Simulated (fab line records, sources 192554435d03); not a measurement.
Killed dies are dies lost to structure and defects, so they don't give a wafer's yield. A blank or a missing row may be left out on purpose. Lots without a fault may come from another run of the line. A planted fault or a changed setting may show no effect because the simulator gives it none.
fab line records | flow n5_finfet | part 2 of 2: steps 24 to 28 of 28
record lots=5 wafers=15 last_day=17
route steps=1938 shown MOL_CONTACT_COAG@582
lots that met no fault: from a run of the same line without faults
start_h: hours from the record's first day to the start of the lot's first wafer shown | wait_h: hours since the lot's step before | " the same as in the row above | L1.1+2: a row that stands for several wafers | - no value, or no start given | * or withheld: withheld | < > ~ a bound
route shown NAME@n: a module of which the file shows steps, and the number in the route of the first | usual: mean/standard deviation of fault-free wafers | same: alike in all rows | chamber/n: place in a boat | sites: the reading at each site | _std_site: their standard deviation | _edge_site: outer sites' mean less inner sites' | radius_mm: how far each site lies from the wafer's centre | mask NAME#n: copy n | behind: the tool/chamber that last shaped the wafer | hold: why the lot was held/for how many hours/how that ended | device: the transistor (n, p or np) that didn't switch | end of line: the same wafers' tests at the end of the route | a step without rows: its recipe alone | killed: dies lost to structure and defects at the first sort, not the wafer's yield | map: a wafer's dies, x killed, . not, _ none there
set.NAME: the setting as run; set.NAME@STEP: as run at that earlier step | model.NAME: the simulator's own value behind a step, which no gauge read
lots at some steps of the route; a table a step, a row a wafer
services: from which hour (start_h, from the record's first day; less than 0 if before it) a tool's chamber was out of use, for how many hours, and why
## steps
# step N5_MOL_CONTACT_COAG_DESCUM_45
# recipe chemistry=O2 time_s=7 source_power_w=50 bias_power_w=20 pressure_mtorr=20 rf_frequency_hz=2.712e+07 temp_c=40 resist=CAR-EUV o2_flow_sccm=225
# usual drypump_motor_current_A=5.6/0.31 oes_product_au=0.76/0.074 rf_vpp_V=243.2/1.2 showerhead_plenum_p_Torr=2.10/0.059 throttle_valve_pct=20.44/0.3
# columns lot.wafer tool chamber start_h wait_h drypump_motor_current_A oes_product_au rf_hours_counter_h rf_vpp_V showerhead_plenum_p_Torr throttle_valve_pct
L074.1 rie_diel-01 2 99.78 0.2 5.7 0.72 217 242.2 2.07 20.84
L074.3 " 1 " " 5.7 0.73 171 242.5 2.09 20.10
L074.6 " 3 " " 5.5 0.72 - 243.3 2.09 20.68
L088.4 rie_diel-05 1 189.27 0.8 5.6 0.74 - 244.5 2.16 20.46
L088.5 " 2 " " 5.2 0.71 - 244.3 2.16 20.74
L088.6 " 0 " " 5.4 0.75 - 244.5 2.16 20.74
L089.1 rie_diel-05 2 191.65 0.0 5.2 0.71 217 243.9 2.16 20.74
L089.3 " 0 " " 5.4 0.75 190 245.3 2.16 20.74
L089.6 " 1 " " 5.6 0.73 - 243.7 2.16 20.45
L094.2 rie_diel-03 1 223.20 0.0 5.7 0.83 78 243.6 2.10 20.22
L094.3 " 0 " " 5.9 0.74 196 244.9 2.17 20.29
L094.4 " 2 " " 5.0 0.74 194 242.3 2.10 20.42
L096.2 rie_diel-03 1 230.60 0.0 5.7 0.83 81 244.2 2.10 20.21
L096.5 " 1 " " 5.7 0.83 - 243.3 2.10 20.21
L096.6 " 0 " " 5.9 0.73 - 244.5 2.17 20.30
# step N5_MOL_CONTACT_COAG_ETCH_65
# recipe chemistry=N2/H2 target=underlayer target_depth_a=130 mask_material=CAR-EUV time_s=10.4 ion_energy_ev=200 pressure_mtorr=30 source_w=840 bias_w=150 n2_flow_sccm=200 h2_flow_sccm=200 ends=cleared
# usual drypump_motor_current_A=5.6/0.32 etch_rf_on_time_s=10.43/0.28 oes_product_au=0.65/0.061 rf_vpp_V=524.0/2.3 showerhead_plenum_p_Torr=2.55/0.069 throttle_valve_pct=17.89/0.29
# columns lot.wafer tool chamber start_h wait_h drypump_motor_current_A etch_rf_on_time_s oes_product_au rf_hours_counter_h rf_vpp_V showerhead_plenum_p_Torr throttle_valve_pct
L074.1 rie_diel-01 2 99.81 0.0 5.7 10.12 0.62 217 525.4 2.51 18.31
L074.3 " 1 " " 5.8 10.52 0.62 171 525.0 2.53 17.44
L074.6 " 3 " " 5.6 10.24 0.63 - 522.8 2.53 18.09
L088.4 rie_diel-05 1 189.30 0.0 5.6 11.09 0.62 - 528.0 2.60 17.72
L088.5 " 2 " " 5.2 10.94 0.61 - 527.2 2.64 18.36
L088.6 " 0 " " 5.4 10.35 0.64 - 525.2 2.63 18.33
L089.1 rie_diel-05 2 191.68 0.0 5.2 10.78 0.59 217 526.9 2.64 18.36
L089.3 " 0 " " 5.4 10.07 0.65 190 525.5 2.63 18.31
L089.6 " 1 " " 5.7 10.72 0.62 - 527.4 2.60 17.71
L094.2 rie_diel-03 1 223.24 0.0 5.7 10.41 0.70 78 525.7 2.58 17.79
L094.3 " 0 " " 5.9 10.68 0.62 196 526.3 2.63 17.70
L094.4 " 2 " " 5.0 10.47 0.62 194 523.4 2.54 17.81
L096.2 rie_diel-03 1 230.64 0.0 5.7 10.50 0.70 81 523.9 2.57 17.78
L096.5 " 1 " " 5.7 10.43 0.70 - 522.6 2.57 17.78
L096.6 " 0 " " 5.9 10.80 0.61 - 526.1 2.63 17.71
# step N5_MOL_CONTACT_COAG_ETCH_66
# recipe chemistry=CF4 target=SiARC target_depth_a=130 mask_material=CAR-EUV time_s=21.7 ion_energy_ev=80 pressure_mtorr=40 source_w=545 bias_w=36 Ar_flow_sccm=100 cf4_flow_sccm=100 ends=cleared
# usual drypump_motor_current_A=5.6/0.31 etch_rf_on_time_s=21.7/0.62 oes_product_au=0.65/0.062 rf_vpp_V=184.1/0.95 showerhead_plenum_p_Torr=2.15/0.056 throttle_valve_pct=15.65/0.27
# columns lot.wafer tool chamber start_h wait_h drypump_motor_current_A etch_rf_on_time_s oes_product_au rf_hours_counter_h rf_vpp_V showerhead_plenum_p_Torr throttle_valve_pct
L074.1 rie_diel-01 2 99.83 0.0 5.7 21.2 0.62 217 184.2 2.11 16.00
L074.3 " 1 " " 5.8 21.8 0.62 171 185.1 2.14 15.34
L074.6 " 3 " " 5.6 21.4 0.62 - 183.9 2.14 15.90
L088.4 rie_diel-05 1 189.34 0.0 5.6 22.8 0.61 - 183.9 2.19 15.61
L088.5 " 2 " " 5.2 22.6 0.60 - 184.6 2.21 15.98
L088.6 " 0 " " 5.4 21.3 0.65 - 185.3 2.21 15.94
L089.1 rie_diel-05 2 191.70 0.0 5.2 22.6 0.59 217 183.6 2.21 15.99
L089.3 " 0 " " 5.4 21.3 0.65 190 185.2 2.21 15.94
L089.6 " 1 " " 5.6 22.7 0.61 - 183.8 2.19 15.61
L094.2 rie_diel-03 1 223.26 0.0 5.7 22.0 0.69 78 184.2 2.15 15.40
L094.3 " 0 " " 5.9 22.8 0.62 196 185.1 2.22 15.56
L094.4 " 2 " " 5.0 22.2 0.62 194 184.8 2.13 15.54
L096.2 rie_diel-03 1 230.66 0.0 5.7 21.6 0.70 81 184.1 2.15 15.42
L096.5 " 1 " " 5.7 21.6 0.70 - 184.1 2.15 15.40
L096.6 " 0 " " 5.9 22.2 0.62 - 183.0 2.22 15.57
# step N5_MOL_CONTACT_COAG_ALD_133
# recipe material=SiO2 target_thk_a=50 temp_c=100 ald_precursor_family=BDEAS ald_co_reactant=O2-plasma pulse_time_s=1 co_reactant_pulse_time_s=1 purge_time_s=2 co_reactant_purge_time_s=2 ald_cycles=35 pressure_torr=2
# usual heater_power_w=78/9.2 precursor_pulse_height_rel=0.998/0.02
# columns lot.wafer tool chamber start_h wait_h heater_power_w precursor_pulse_height_rel
L074.1 ald_sin-01 3 99.91 0.1 68 1.044
L074.3 " 0 " " 88 1.001
L074.6 " 1 " " 80 0.954
L088.4 ald_sin-04 1 189.50 0.1 72 0.997
L088.5 " 1 " " 71 1.014
L088.6 " 0 " " 73 0.991
L089.1 ald_sin-02 1 192.21 0.5 74 1.017
L089.3 " 3 " " 83 0.983
L089.6 " 2 " " 77 1.000
L094.2 ald_sin-04 2 223.34 0.1 97 1.024
L094.3 " 0 " " 74 0.972
L094.4 " 2 " " 96 0.977
L096.2 ald_sin-04 2 230.74 0.1 100 0.977
L096.5 " 0 " " 74 1.024
L096.6 " 1 " " 71 1.023
# step N5_MOL_CONTACT_COAG_ETCHBACK_134
# recipe chemistry=CHF3 target=SiO2 target_depth_a=100 time_s=6.7 ion_energy_ev=200 pressure_mtorr=30 source_w=610 bias_w=170 Ar_flow_sccm=200 CHF3_flow_sccm=50
# usual drypump_motor_current_A=5.6/0.36 oes_f_703_au=0.77/0.081 oes_product_au=0.77/0.08 rf_vpp_V=526/12 showerhead_plenum_p_Torr=2.38/0.068 throttle_valve_pct=18.66/0.28
# columns lot.wafer tool chamber start_h wait_h drypump_motor_current_A oes_f_703_au oes_product_au rf_hours_counter_h rf_vpp_V showerhead_plenum_p_Torr throttle_valve_pct
L074.1 rie_diel-05 3 100.12 0.1 6.5 0.69 0.69 223 527 2.28 18.91
L074.3 " 1 " " 5.6 0.74 0.77 159 544 2.45 18.63
L074.6 " 3 " " 6.5 0.69 0.68 - 530 2.28 18.89
L088.4 rie_diel-05 0 190.35 0.8 5.4 0.75 0.75 - 533 2.46 19.06
L088.5 " 2 " " 5.2 0.69 0.71 - 545 2.45 19.05
L088.6 " 1 " " 5.7 0.72 0.73 - 545 2.44 18.68
L089.1 rie_diel-03 3 192.56 0.3 5.7 0.82 0.81 118 503 2.28 18.24
L089.3 " 1 " " 5.6 0.83 0.84 66 531 2.39 18.47
L089.6 " 1 " " 5.7 0.82 0.85 - 532 2.39 18.48
L094.2 rie_diel-01 3 223.52 0.1 5.6 0.72 0.69 232 509 2.36 19.10
L094.3 " 1 " " 5.7 0.70 0.70 218 530 2.35 18.40
L094.4 " 2 " " 5.7 1.00 0.96 2 516 2.33 18.73
L096.2 rie_diel-05 2 230.92 0.1 5.2 0.68 0.70 232 545 2.45 19.08
L096.5 " 0 " " 5.4 0.74 0.75 - 532 2.45 19.09
L096.6 " 3 " " 6.5 0.96 0.98 - 538 2.55 18.60
## services
# columns tool chamber start_h hours kind
euv_scanner-02 - 77.74 5.8 pm
euv_scanner-01 - 83.55 1.0 pm
ald_sin-04 - 85.71 14.0 pm
rie_diel-03 - 93.58 15.6 pm
euv_scanner-02 - 108.36 1.0 pm
euv_scanner-01 - 109.37 4.6 pm
rie_diel-03 - 128.92 2.1 repair
euv_scanner-01 - 137.47 1.0 pm
rie_diel-05 2 141.89 14.4 repair
rie_diel-05 0 157.23 1.9 repair
rie_diel-03 1 159.93 2.5 repair
rie_diel-05 - 161.75 14.6 pm
plasma_asher-01 - 162.82 9.0 repair
rie_diel-03 - 170.76 0.3 repair
ald_sin-04 2 175.42 2.6 repair
rie_diel-01 - 179.88 15.6 pm
euv_scanner-01 - 187.76 0.5 repair
plasma_asher-01 - 196.37 0.5 repair
rie_diel-01 - 198.29 0.4 repair
plasma_asher-02 - 198.79 0.5 repair
wet_bench-01 - 200.17 0.6 repair
euv_scanner-01 - 200.35 1.0 pm
ald_sin-04 0 207.03 3.6 repair
wet_bench-04 - 220.52 4.4 pm
